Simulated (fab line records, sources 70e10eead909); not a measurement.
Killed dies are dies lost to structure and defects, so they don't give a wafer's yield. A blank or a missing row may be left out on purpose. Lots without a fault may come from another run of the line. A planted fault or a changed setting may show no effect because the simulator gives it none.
One fault seen from 3 desks | flow nand_harc | each desk has only its own numbers; what lay behind them comes last

THE METROLOGY DESK
What the gauges read, lot by lot, whatever tool the lot ran on: means of the sampled wafers that have a number. A lot is out of limits, marked OUT, if its mean lies more than 4 standard deviations from the usual mean; the brackets give that distance.
Columns: A = thk_nm at NHARC_P_BONDPAD_THK_MEAS_33, usual 200.2 nm; B = cd_nm at NHARC_P_BONDPAD_CD_MEAS_09, usual 501.0 nm
lot  | first seen here | A     | B
L718 | day 5 22:26     | 200.1 | 501.1
L719 | day 6 17:50     | 198.2 | 503.6
L722 | day 7 07:51     | 201.0 | 505.2
L721 | day 7 08:40     | 200.0 | 501.0
L724 | day 7 16:53     | 200.2 | 500.4
L723 | day 7 18:05     | 201.7 | 500.7
L726 | day 8 03:11     | 201.4 | 502.4
L725 | day 8 06:37     | 198.3 | 501.0
L727 | day 8 21:44     | 199.9 | 500.9
L734 | day 10 16:13    | 200.0 | 500.6
L737 | day 11 03:06    | 199.8 | 502.4
L738 | day 11 08:48    | 198.5 | 499.1
L739 | day 11 23:00    | 202.0 | 500.3
This desk's finding: nothing out of limits on any of the 13 lots.

THE TOOL OWNER'S DESK: pvd_sputter-03
The tool's own readings at NHARC_P_BONDPAD_PVD_17 (deposits TaN, target thk 5 nm, time 8.06 s): means of the sampled wafers that have a number, for each lot that ran on this tool. A lot is out of limits, marked OUT, if its mean lies more than 4 standard deviations from the usual mean; the brackets give that distance.
Columns: A = throttle_valve_pct at NHARC_P_BONDPAD_PVD_17, usual 30.0 %
lot  | first seen here | A
L726 | day 8 05:11     | 29.8
L727 | day 8 23:36     | 30.3
L734 | day 10 18:10    | 29.5
This desk's finding: nothing out of limits on any of the 3 lots.

THE DEFECT DESK
What the inspections along the route counted, lot by lot: means of the sampled wafers that have a number. A lot is out of limits, marked OUT, if its mean lies more than 4 standard deviations from the usual mean; the brackets give that distance.
Columns: A = raw_defect_count at NHARC_P_BONDPAD_INSPECT_23, usual 345
lot  | first seen here | A
L718 | day 6 01:46     | 467
L719 | day 6 21:10     | 488
L722 | day 7 11:15     | 230
L721 | day 7 12:08     | 338
L724 | day 7 20:14     | 317
L723 | day 7 21:26     | 258
L726 | day 8 06:41     | 351
L725 | day 8 09:57     | 318
L727 | day 9 01:11     | 394
L734 | day 10 19:41    | 586
L737 | day 11 06:44    | 268
L738 | day 11 12:11    | 305
L739 | day 12 02:14    | 465
This desk's finding: nothing out of limits on any of the 13 lots.

PUT TOGETHER
The metrology desk saw nothing out of limits.
The tool owner's desk saw nothing out of limits.
The defect desk saw nothing out of limits.

WHAT THE SIMULATOR HAD PUT IN
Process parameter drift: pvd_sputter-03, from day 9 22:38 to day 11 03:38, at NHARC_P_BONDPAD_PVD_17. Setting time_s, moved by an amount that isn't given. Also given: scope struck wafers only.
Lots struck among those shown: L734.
